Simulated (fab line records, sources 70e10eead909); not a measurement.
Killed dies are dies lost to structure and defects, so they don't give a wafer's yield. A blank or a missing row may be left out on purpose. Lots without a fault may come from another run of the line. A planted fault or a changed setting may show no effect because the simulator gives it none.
Chamber matching | flow nand_harc | NHARC_A_STAIRCASE_TRIM_196 on rie_diel-02: 4 sister chambers
The step chemistry O2, time 211.2 s. 16 wafers are shown with their chamber, then 8 later ones without.

WAFERS WITH THEIR CHAMBER
wafer  | chamber | drypump_motor_current_A (A) | showerhead_plenum_p_Torr (Torr) | oes_product_au (a.u.)
L075.1 | 1       | 5.1                         | 3.67                            | 1.031
L075.4 | 0       | 6.3                         | 3.35                            | 0.990
L075.5 | 2       | 5.6                         | 3.27                            | 1.008
L077.3 | 3       | 5.7                         | 3.56                            | 1.001
L077.4 | 1       | 5.2                         | 3.67                            | 1.024
L077.6 | 2       | 5.7                         | 3.27                            | 1.004
L079.1 | 2       | 5.6                         | 3.81                            | 1.008
L079.3 | 1       | 5.2                         | 3.66                            | 1.008
L079.6 | 2       | 5.6                         | 3.81                            | 1.017
L089.1 | 0       | 6.3                         | 3.33                            | 1.001
L089.4 | 2       | 5.7                         | 3.79                            | 1.010
L089.6 | 3       | 5.7                         | 3.54                            | 0.995
L091.2 | 0       | 6.3                         | 3.33                            | 1.001
L091.3 | 2       | 5.6                         | 3.79                            | 1.011
L091.6 | 2       | 5.6                         | 3.79                            | 1.014
L093.3 | 3       | 5.7                         | 3.53                            | 0.984

SIGNATURES (means of the wafers above)
reading                  | chamber 0 | chamber 1 | chamber 2 | chamber 3 | scatter within a chamber
drypump_motor_current_A  | 6.300     | 5.167     | 5.629     | 5.700     | 0.0418
showerhead_plenum_p_Torr | 3.3367    | 3.6667    | 3.6471    | 3.5433    | 0.182
oes_product_au           | 0.99733   | 1.02100   | 1.01029   | 0.99333   | 0.00717
Rule: a wafer's distance from a chamber is the root of the sum, over the readings, of the square of ((its reading less the chamber's mean) divided by the reading's scatter). The wafer belongs to the nearest chamber; if the next one is less than 2 further off, it can't be placed. The scatter: the root of (the sum of the squares of (reading less its chamber's mean) over the shown wafers, divided by (wafers less chambers)).

WAFERS WITHOUT THEIR CHAMBER
wafer  | drypump_motor_current_A (A) | showerhead_plenum_p_Torr (Torr) | oes_product_au (a.u.)
L093.4 | 5.2                         | 3.64                            | 0.990
L093.6 | 5.7                         | 3.78                            | 1.014
L092.4 | 5.6                         | 3.78                            | 1.009
L092.5 | 5.2                         | 3.64                            | 1.002
L092.6 | 5.6                         | 3.78                            | 1.007
L095.2 | 5.7                         | 3.53                            | 0.997
L095.3 | 5.2                         | 3.64                            | 0.982
L095.6 | 5.6                         | 3.78                            | 1.002

WHICH CHAMBER EACH WENT THROUGH
wafer  | from the rows above     | in truth
L093.4 | 1                       | 1
L093.6 | can't be placed: 2 or 3 | 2
L092.4 | 2                       | 2
L092.5 | 1                       | 1
L092.6 | 2                       | 2
L095.2 | 3                       | 3
L095.3 | 1                       | 1
L095.6 | can't be placed: 2 or 3 | 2
Placed correctly: 6 of 8. Can't be placed from these rows: 2 (the true chamber is among the candidates in 2). Placed wrongly: 0.
